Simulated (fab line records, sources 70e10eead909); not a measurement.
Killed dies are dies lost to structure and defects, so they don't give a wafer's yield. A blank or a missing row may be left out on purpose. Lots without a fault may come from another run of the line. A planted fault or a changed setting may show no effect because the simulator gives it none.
Chamber matching | flow nand_harc | NHARC_A_CONTACT_DEP_85 on pecvd-01: 3 sister chambers
The step deposits SiON, target thk 50 nm. 3 wafers are shown with their chamber, then 8 later ones without.

WAFERS WITH THEIR CHAMBER
wafer  | chamber | heater_power_w (W)
L093.2 | 1       | 632
L093.6 | 0       | 982
L089.1 | 2       | 626

WAFERS WITHOUT THEIR CHAMBER
wafer  | heater_power_w (W)
L089.2 | 910
L089.5 | 891
L092.1 | 865
L092.3 | 566
L092.4 | 894
L097.2 | 655
L097.4 | 657
L097.6 | 881

WHICH CHAMBER EACH WENT THROUGH
wafer  | from the rows above          | in truth
L089.2 | 0                            | 0
L089.5 | 0                            | 0
L092.1 | can't be placed: 0 or 1 or 2 | 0
L092.3 | can't be placed: 2 or 1      | 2
L092.4 | 0                            | 0
L097.2 | can't be placed: 1 or 2      | 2
L097.4 | can't be placed: 1 or 2      | 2
L097.6 | can't be placed: 0 or 1 or 2 | 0
Placed correctly: 3 of 8. Can't be placed from these rows: 5 (the true chamber is among the candidates in 5). Placed wrongly: 0.
How it was worked out, from the rows above alone: a wafer's distance from a chamber is the root of the sum, over the readings, of the square of ((its reading less the chamber's mean) divided by the reading's scatter). The wafer belongs to the nearest chamber; if the next one is less than 2 further off, it can't be placed. A chamber's mean is the mean of its shown wafers. The scatter: with one shown wafer a chamber, the root of the mean of the squares of how far each hidden wafer lies from its nearest shown one.
